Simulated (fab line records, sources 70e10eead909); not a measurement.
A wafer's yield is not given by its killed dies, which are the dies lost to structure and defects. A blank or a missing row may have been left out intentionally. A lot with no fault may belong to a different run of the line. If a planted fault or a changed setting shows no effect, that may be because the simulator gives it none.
8D (eight disciplines) problem report, filled in by code -- flow nand-harc -- the parts of the form that need people (team, actions taken, sign-off) are left out

== 1. PROBLEM STATEMENT ==
Mean of killed-at-array at NHARC_END_SORT_01: 602 across 2 wafers in 2 lots; on wafers with no fault it is 63 (standard deviation 27). Relative to the usual mean, that is a shift of +20 standard deviations.
First observed at day 29 00:47: wafer L926.5, on prober-02. Wafers with a number at this step in the record: 6, from 2 lots. The rule behind "out" and "out of limits": a value lying over 4 standard deviations away from the usual mean. The other wafers with a number count as sound.

== 2. WHAT THIS IS AND IS NOT ==
question,is,is not
which readings at this step,"killed-at-array, killed-dies","killed-at-other, killed-at-periphery, killed-open, killed-short"
which lots,"L926, L927",-
which wafers of those lots,"L926.5, L927.5","L926.2, L926.4, L927.1, L927.2"
read on which gauges,"prober-01, prober-02",-
when,from day 29 00:47,up to then (2 sound wafers); but 2 sound wafers of L927 came after

== 3. WHAT RULES OUT EACH SUSPECT ==
Counting: if a tool at a process step up to the reading ran every lot that is out, it stays a suspect. Sound lots after the first of them don't rule it out here, since some wafers of a struck lot are sound.
- the gauge at NHARC_END_SORT_01 has been ruled out. 2 gauges (prober-01, prober-02) read the wafers that are out.
- rie-diel-02 at NHARC_A_CONTACT_ETCH_48 (etches the open film in CF4, target depth 39 nm, time 65 s): kept. It ran every lot that is out, first L926 (day 25 22:08). Its own run-length-s readings are out on those wafers.
- rie-diel-02 at NHARC_A_CONTACT_ETCH_50 (etches the open film in CF4/CHF3, target depth 121 nm, time 60.5 s): kept. It ran every lot that is out, first L926 (day 25 23:55). Because NHARC_A_CONTACT_ETCH_50 lacks a start for some lots, the hours and order of its lots are taken from NHARC_A_CONTACT_ETCH_111.
- har-cap-etch-02 at NHARC_A_CONTACT_ETCH_111 (etches the open film in C4F8/O2/Ar, time 140 s, target depth 700 nm): kept. It ran every lot that is out, first L926 (day 25 23:55).
- har-cap-etch-02 at NHARC_A_CONTACT_ETCH_117 (etches the open film in C4F8/O2/Ar, time 190 s, target depth 1850 nm): kept. It ran every lot that is out, first L926 (day 26 00:57).
Left after counting: rie-diel-02 at NHARC_A_CONTACT_ETCH_48, rie-diel-02 at NHARC_A_CONTACT_ETCH_50, har-cap-etch-02 at NHARC_A_CONTACT_ETCH_111, har-cap-etch-02 at NHARC_A_CONTACT_ETCH_117.

== 4. THE CAUSE (what the simulator had put in) ==
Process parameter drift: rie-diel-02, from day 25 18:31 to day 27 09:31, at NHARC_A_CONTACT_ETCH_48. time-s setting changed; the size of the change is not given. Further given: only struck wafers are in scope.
Counting leaves 4 suspects; this tool is one of them.

== 5. SEQUENCE OF EFFECTS, ordered by route ==
Each row: a reading where the mean over the struck wafers with a number is more than 3 standard deviations away from the usual. Scope: only readings with a usual standard deviation given in the record; hours: median across lots of the time from each lot's start at the first step in this table that gives one to its start at this step; sigmas: change in usual standard deviations.
hours,step,reading,usual,on struck wafers,change,sigmas
0,NHARC_A_CONTACT_ETCH_48,run-length-s,86.3 s,66.7,-19.6,-43
74,NHARC_END_SORT_01,killed-at-array,63,602,+538,+20
74,NHARC_END_SORT_01,killed-dies,67,605,+538,+19
Here are the process steps it includes:
- NHARC_A_CONTACT_ETCH_48: etches the open film in CF4, target depth 39 nm, time 65 s.
Readings that are blank on the struck wafers while sound wafers have them: rf-fwd-power-W at NHARC_A_CONTACT_ETCH_48.

== 6. WHAT WOULD HAVE CAUGHT IT SOONER ==
78 hours passed between the start of the fault at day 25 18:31 and the first reading out of limits at a measuring or inspecting step in this record, taken at day 29 00:47.
The tool's own readings at NHARC_A_CONTACT_ETCH_48 were out on every struck wafer that the step has a row for (run-length-s): an alarm limit on them would have fired on the first of those.
By day 29 00:47, every lot that is out (2) had started NHARC_A_CONTACT_ETCH_48 on rie-diel-02. Tool hold at that time: it would have spared none of them.
